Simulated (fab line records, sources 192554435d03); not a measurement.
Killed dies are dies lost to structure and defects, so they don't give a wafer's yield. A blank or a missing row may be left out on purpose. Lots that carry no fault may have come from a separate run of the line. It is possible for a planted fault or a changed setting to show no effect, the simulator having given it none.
fab line records ; flow n5-finfet
record lots=7; wafers=39
route steps=1938 shown FIN_SAQP@116 SD_EPI_P@308 GATE_CUT@466 MOL_CONTACT_COAG@551
start-h: start of the lot's first displayed wafer, in hours after the record's first day ; wait-h: hours since the lot's step before ; " unchanged from the row above ; L1.1+2: a single row standing in for several wafers ; - either no value or no given start ; * or withheld: withheld ; < > ~ a bound
route shown NAME@n: NAME is a module with steps in the file, n the number in the route of the first one ; usual: mean/standard deviation taken from wafers without a fault ; same: alike in all rows ; chamber/n: place in a boat ; sites: each site's reading ; _std_site: their standard deviation ; _edge_site: mean of outer sites minus mean of inner sites ; radius-mm: for every site, how far away it sits from the centre of the wafer ; mask NAME#n: copy n ; behind: the tool/chamber that last shaped the wafer ; hold: reason for holding the lot/hours on hold/outcome of the hold ; device: which transistor (n, p or np) failed to switch ; end of line: the same wafers' tests at the end of the route ; a step given without rows: its recipe and nothing more ; killed: count of dies lost to structure and defects at first sort (not the wafer's yield) ; map: a wafer's dies, x killed, . not, _ none there
set.NAME: the setting as run; set.NAME@STEP: as run at that earlier step ; model.NAME: the simulator's own value behind a step, which no gauge read
lots run with intentionally changed settings; tables by step, rows by wafer
## steps
# step N5_FIN_SAQP_ETCH_52
# recipe chemistry=N2/H2; target=SOC; target-depth-a=1000; overetch-a=200; mask-material=SiARC; temp-c=40; time-s=150; ion-energy-ev=200; pressure-mtorr=30; source-w=840; bias-w=150; n2-flow-sccm=200; h2-flow-sccm=200; ends=end-point
# usual rf-vpp-V=523.8/2.6
lot.wafer;tool;chamber;start-h;wait-h;set.source-w;rf-vpp-V
L075.1;rie-diel-04;0;28.94;0.0;840;521.7
L075.2;rie-diel-04;2;28.94;0.0;840;524.2
L075.3;rie-diel-04;1;28.94;0.0;840;527.7
L075.4;rie-diel-04;3;28.94;0.0;840;527.2
L075.5;rie-diel-04;0;28.94;0.0;840;521.5
L075.6;rie-diel-04;3;28.94;0.0;840;525.6
L080.1;rie-diel-06;1;57.87;0.0;840;522.4
L080.2;rie-diel-06;2;57.87;0.0;764.2;541.3
L080.3;rie-diel-06;0;57.87;0.0;840;528.2
L080.4;rie-diel-06;2;57.87;0.0;764.2;539.4
L080.5;rie-diel-06;0;57.87;0.0;764.2;545.5
L080.6;rie-diel-06;1;57.87;0.0;840;520.4
L082.1;rie-diel-06;2;69.35;0.0;840;523.8
L082.2;rie-diel-06;1;69.35;0.0;906.6;507.9
L082.3;rie-diel-06;0;69.35;0.0;840;528.5
L082.4;rie-diel-06;0;69.35;0.0;840;527.8
L082.5;rie-diel-06;1;69.35;0.0;906.6;507.4
L082.6;rie-diel-06;2;69.35;0.0;906.6;509.9
L085.1;rie-diel-04;2;89.75;0.0;955;500.4
L085.2;rie-diel-04;0;89.75;0.0;840;520.8
L085.3;rie-diel-04;1;89.75;0.0;955;506.9
L085.4;rie-diel-04;0;89.75;0.0;955;500.5
L085.5;rie-diel-04;1;89.75;0.0;840;528.5
L085.6;rie-diel-04;2;89.75;0.0;840;523.9
L091.1;rie-diel-06;2;125.85;0.0;939.2;504.7
L091.2;rie-diel-06;3;125.85;0.0;840;522.6
L091.3;rie-diel-06;0;125.85;0.0;840;527.0
L091.4;rie-diel-06;1;125.85;0.0;840;521.7
L091.5;rie-diel-06;2;125.85;0.0;939.2;502.5
L091.6;rie-diel-06;3;125.85;0.0;939.2;504.2
L095.1;rie-diel-06;0;149.60;0.0;840;527.6
L095.2;rie-diel-06;1;149.60;0.0;840;522.6
L095.3;rie-diel-06;3;149.60;0.0;840;522.3
L095.4;rie-diel-06;1;149.60;0.0;840;520.0
L095.5;rie-diel-06;0;149.60;0.0;840;527.7
L095.6;rie-diel-06;3;149.60;0.0;840;522.0
L096.4;rie-diel-05;2;154.97;0.0;840;523.1
L096.5;rie-diel-05;1;154.97;0.0;840;523.0
L096.6;rie-diel-05;2;154.97;0.0;840;522.6
# step N5_SD_EPI_P_ETCH_37
# recipe chemistry=N2/H2; target=SOC; overetch-a=1080; mask-material=SiARC; temp-c=40; ion-energy-ev=100; source-w=3000; bias-w=133; pressure-mtorr=20; time-s=486; n2-flow-sccm=200; h2-flow-sccm=200; ends=end-point
# usual rf-vpp-V=240.8/1.5
lot.wafer;tool;chamber;start-h;wait-h;set.source-w;rf-vpp-V
L075.1;rie-diel-03;2;60.73;0.0;2841;245.2
L075.2;rie-diel-03;0;60.73;0.0;2841;245.6
L075.3;rie-diel-03;1;60.73;0.0;2841;243.8
L075.4;rie-diel-03;3;60.73;0.0;3000;242.0
L075.5;rie-diel-03;3;60.73;0.0;3000;242.4
L075.6;rie-diel-03;0;60.73;0.0;3000;240.8
L080.1;rie-diel-02;1;92.26;0.0;3000;239.4
L080.2;rie-diel-02;2;92.26;0.0;3000;239.4
L080.3;rie-diel-02;3;92.26;0.0;3000;240.7
L080.4;rie-diel-02;0;92.26;0.0;3000;242.5
L080.5;rie-diel-02;3;92.26;0.0;3000;240.0
L080.6;rie-diel-02;0;92.26;0.0;3000;241.9
L082.1;rie-diel-03;0;104.38;0.0;3000;240.3
L082.2;rie-diel-03;2;104.38;0.0;3000;240.9
L082.3;rie-diel-03;1;104.38;0.0;3000;237.4
L082.4;rie-diel-03;3;104.38;0.0;3000;241.8
L082.5;rie-diel-03;1;104.38;0.0;3000;238.8
L082.6;rie-diel-03;2;104.38;0.0;3000;239.0
L085.1;rie-diel-02;0;121.94;0.0;2703;251.1
L085.2;rie-diel-02;1;121.94;0.0;3000;239.4
L085.3;rie-diel-02;3;121.94;0.0;2703;248.3
L085.4;rie-diel-02;2;121.94;0.0;3000;238.0
L085.5;rie-diel-02;3;121.94;0.0;3000;239.2
L085.6;rie-diel-02;2;121.94;0.0;2703;248.7
L091.1;rie-diel-03;1;158.89;0.0;3000;238.7
L091.2;rie-diel-03;2;158.89;0.0;3000;240.8
L091.3;rie-diel-03;3;158.89;0.0;3000;242.3
L091.4;rie-diel-03;0;158.89;0.0;3000;241.5
L091.5;rie-diel-03;0;158.89;0.0;3000;240.3
L091.6;rie-diel-03;3;158.89;0.0;3000;242.3
L095.1;rie-diel-03;0;180.66;0.0;3000;241.2
L095.2;rie-diel-03;3;180.66;0.0;3000;241.7
L095.3;rie-diel-03;2;180.66;0.0;3000;241.6
L095.4;rie-diel-03;1;180.66;0.0;3000;237.9
L095.5;rie-diel-03;0;180.66;0.0;3000;241.8
L095.6;rie-diel-03;3;180.66;0.0;3000;242.6
L096.4;rie-diel-03;2;187.32;0.0;3000;241.8
L096.5;rie-diel-03;0;187.32;0.0;3000;240.9
L096.6;rie-diel-03;3;187.32;0.0;3000;244.0
# step N5_GATE_CUT_ETCH_56
# recipe chemistry=Cl2/Ar; target=TiN; target-depth-a=216; pressure-mtorr=10; icp-w=600; bias-w=60; Cl2_flow_sccm=40; Ar_flow_sccm=60
lot.wafer;tool;chamber;start-h;wait-h;set.target-depth-a;model.etch.depth-nm
L075.1+3;rie-metal-01;0,1;88.66;0.1;216;21.96
L075.2;rie-metal-01;1;88.66;0.1;216;22.02
L075.4;rie-metal-01;0;88.66;0.1;216;21.95
L075.5;rie-metal-01;1;88.66;0.1;216;21.87
L075.6;rie-metal-01;0;88.66;0.1;216;21.88
L080.1;rie-metal-02;0;118.45;0.1;216;21.55
L080.2;rie-metal-02;1;118.45;0.1;216;21.77
L080.3;rie-metal-02;1;118.45;0.1;216;21.78
L080.4;rie-metal-02;0;118.45;0.1;216;21.56
L080.5;rie-metal-02;0;118.45;0.1;216;21.5
L080.6;rie-metal-02;1;118.45;0.1;216;21.74
L082.1;rie-metal-03;0;130.61;0.1;216;22.37
L082.2+3;rie-metal-03;1;130.61;0.1;234.2;23.58
L082.4;rie-metal-03;0;130.61;0.1;216;22.33
L082.5;rie-metal-03;0;130.61;0.1;216;22.31
L082.6;rie-metal-03;1;130.61;0.1;234.2;23.68
L085.1;rie-metal-01;1;147.23;0.1;216;21.86
L085.2;rie-metal-01;0;147.23;0.1;216;22.01
L085.3;rie-metal-01;0;147.23;0.1;216;22.23
L085.4;rie-metal-01;1;147.23;0.1;216;22.06
L085.5;rie-metal-01;0;147.23;0.1;216;21.97
L085.6;rie-metal-01;1;147.23;0.1;216;21.84
L091.1;rie-metal-01;0;184.83;0.1;216;21.96
L091.2;rie-metal-01;1;184.83;0.1;216;21.55
L091.3;rie-metal-01;0;184.83;0.1;199.3;20.33
L091.4;rie-metal-01;1;184.83;0.1;216;21.72
L091.5;rie-metal-01;0;184.83;0.1;199.3;20.39
L091.6;rie-metal-01;1;184.83;0.1;199.3;20.15
L095.1;rie-metal-01;1;207.17;0.1;216;21.55
L095.2;rie-metal-01;0;207.17;0.1;216;21.89
L095.3;rie-metal-01;1;207.17;0.1;216;21.78
L095.4;rie-metal-01;0;207.17;0.1;216;21.82
L095.5;rie-metal-01;1;207.17;0.1;216;21.4
L095.6;rie-metal-01;0;207.17;0.1;216;22.04
L096.4;rie-metal-01;0;214.13;0.1;216;22.22
L096.5;rie-metal-01;1;214.13;0.1;216;21.92
L096.6;rie-metal-01;0;214.13;0.1;216;22.2
# step N5_MOL_CONTACT_COAG_SPUTTER_130
# recipe material=Co; target-thk-a=475; temp-c=25; chamber-pressure-pa=0.5; power-w=3000
lot.wafer;tool;chamber;start-h;wait-h;set.power-w;model.Co_of_MOL_CONTACT_COAG_SPUTTER_130.thk-nm
L075.1+6;pvd-sputter-02;-;104.41;0.0;3000;47.2
L075.2;pvd-sputter-02;-;104.41;0.0;2662;41.8
L075.3+5;pvd-sputter-02;-;104.41;0.0;2662;41.4
L075.4;pvd-sputter-02;-;104.41;0.0;3000;47.6
L080.1+4;pvd-sputter-03;-;136.46;0.0;3000;47.2
L080.2;pvd-sputter-03;-;136.46;0.0;3000;46.6
L080.3+5;pvd-sputter-03;-;136.46;0.0;3000;46.8
L080.6;pvd-sputter-03;-;136.46;0.0;3000;47
L082.1;pvd-sputter-01;-;144.86;0.0;2579;40.6
L082.2;pvd-sputter-01;-;144.86;0.0;3000;47.4
L082.3;pvd-sputter-01;-;144.86;0.0;3000;48
L082.4;pvd-sputter-01;-;144.86;0.0;2579;41
L082.5;pvd-sputter-01;-;144.86;0.0;3000;47.8
L082.6;pvd-sputter-01;-;144.86;0.0;2579;41.2
L085.1;pvd-sputter-02;-;159.95;0.0;3145;50.8
L085.2+5;pvd-sputter-02;-;159.95;0.0;3145;50.4
L085.3+6;pvd-sputter-02;-;159.95;0.0;3000;48
L085.4;pvd-sputter-02;-;159.95;0.0;3000;47.8
L091.1;pvd-sputter-02;-;199.24;0.0;3000;48
L091.2+4;pvd-sputter-02;-;199.24;0.0;2715;43.2
L091.3+6;pvd-sputter-02;-;199.24;0.0;3000;48.2
L091.5;pvd-sputter-02;-;199.24;0.0;2715;43
L095.1+3;pvd-sputter-01;-;222.10;0.0;3000;47.6
L095.2+5+6;pvd-sputter-01;-;222.10;0.0;3000;47.2
L095.4;pvd-sputter-01;-;222.10;0.0;3000;47
L096.4;pvd-sputter-03;-;227.95;0.0;3000;47.8
L096.5;pvd-sputter-03;-;227.95;0.0;3000;48.2
L096.6;pvd-sputter-03;-;227.95;0.0;3000;48
# step N5_MOL_CONTACT_COAG_ETCH_91
# recipe chemistry=N2/H2; target=SOC; target-depth-a=600; overetch-a=210; mask-material=SiARC; temp-c=40; time-s=101.2; ion-energy-ev=200; pressure-mtorr=30; source-w=840; bias-w=150; n2-flow-sccm=200; h2-flow-sccm=200
# usual rf-vpp-V=523.4/2.5
lot.wafer;tool;chamber;start-h;wait-h;set.source-w;rf-vpp-V;model.SiARC_of_MOL_CONTACT_COAG_COAT_76.thk-nm
L075.1;rie-diel-06;3;109.49;0.0;979.6;496.2;5.4
L075.2;rie-diel-06;2;109.49;0.0;979.6;496.1;5.6
L075.3;rie-diel-06;1;109.49;0.0;840;520.0;5.8
L075.4;rie-diel-06;3;109.49;0.0;979.6;496.9;5.4
L075.5;rie-diel-06;1;109.49;0.0;840;520.8;5.8
L075.6;rie-diel-06;2;109.49;0.0;840;520.1;6
L080.1;rie-diel-04;2;141.19;0.0;840;524.1;5.8
L080.2;rie-diel-04;0;141.19;0.0;840;522.4;5.8
L080.3;rie-diel-04;1;141.19;0.0;840;528.5;5.8
L080.4;rie-diel-04;1;141.19;0.0;840;528.8;5.8
L080.5;rie-diel-04;0;141.19;0.0;840;521.3;5.8
L080.6;rie-diel-04;2;141.19;0.0;840;522.1;5.8
L082.1;rie-diel-05;0;149.28;0.0;840;521.4;5.8
L082.2;rie-diel-05;3;149.28;0.0;840;524.9;5.8
L082.3;rie-diel-05;1;149.28;0.0;840;521.6;5.8
L082.4;rie-diel-05;1;149.28;0.0;840;523.7;5.8
L082.5;rie-diel-05;3;149.28;0.0;840;524.7;5.8
L082.6;rie-diel-05;0;149.28;0.0;840;523.2;5.8
L085.1;rie-diel-04;3;165.08;0.0;723.8;553.0;6.2
L085.2;rie-diel-04;1;165.08;0.0;840;527.8;5.8
L085.3;rie-diel-04;2;165.08;0.0;840;525.0;5.8
L085.4;rie-diel-04;0;165.08;0.0;723.8;544.8;6.2
L085.5;rie-diel-04;2;165.08;0.0;723.8;549.9;6.2
L085.6;rie-diel-04;3;165.08;0.0;840;526.2;5.8
L091.1;rie-diel-05;3;203.94;0.0;787.7;535.1;6
L091.2;rie-diel-05;1;203.94;0.0;840;521.7;5.8
L091.3;rie-diel-05;0;203.94;0.0;787.7;533.4;6
L091.4;rie-diel-05;2;203.94;0.0;787.7;532.8;5.8
L091.5;rie-diel-05;3;203.94;0.0;840;523.2;5.8
L091.6;rie-diel-05;2;203.94;0.0;840;522.4;5.8
L095.1;rie-diel-04;0;226.47;0.0;840;520.3;5.8
L095.2;rie-diel-04;2;226.47;0.0;902;512.9;5.6
L095.3;rie-diel-04;1;226.47;0.0;902;515.3;5.6
L095.4;rie-diel-04;2;226.47;0.0;840;523.5;5.8
L095.5;rie-diel-04;0;226.47;0.0;840;518.9;5.8
L095.6;rie-diel-04;1;226.47;0.0;902;514.4;5.6
L096.4;rie-diel-06;2;232.18;0.0;840;521.2;6
L096.5;rie-diel-06;1;232.18;0.0;840;521.7;6
L096.6;rie-diel-06;2;232.18;0.0;840;522.7;5.8
## key
split step=N5_FIN_SAQP_ETCH_52; setting=source-w; stated=840; by=wafer
response step=N5_FIN_SAQP_ETCH_52; reading=rf-vpp-V; change=-1.79; per=1%; r=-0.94
split step=N5_SD_EPI_P_ETCH_37; setting=source-w; stated=3000; by=wafer
response step=N5_SD_EPI_P_ETCH_37; reading=rf-vpp-V; change=-0.956; per=1%; r=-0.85
split step=N5_GATE_CUT_ETCH_56; setting=target-depth-a; stated=216; by=wafer
response step=N5_GATE_CUT_ETCH_56; reading=model.etch.depth-nm; change=+0.168; per=1%; r=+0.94
split step=N5_MOL_CONTACT_COAG_SPUTTER_130; setting=power-w; stated=3000; by=wafer
response step=N5_MOL_CONTACT_COAG_SPUTTER_130; reading=model.Co_of_MOL_CONTACT_COAG_SPUTTER_130.thk-nm; change=+0.505; per=1%; r=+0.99
split step=N5_MOL_CONTACT_COAG_ETCH_91; setting=source-w; stated=840; by=wafer
response step=N5_MOL_CONTACT_COAG_ETCH_91; reading=rf-vpp-V; change=-1.49; per=1%; r=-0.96
response step=N5_MOL_CONTACT_COAG_ETCH_91; reading=model.SiARC_of_MOL_CONTACT_COAG_COAT_76.thk-nm; change=-0.0258; per=1%; r=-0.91
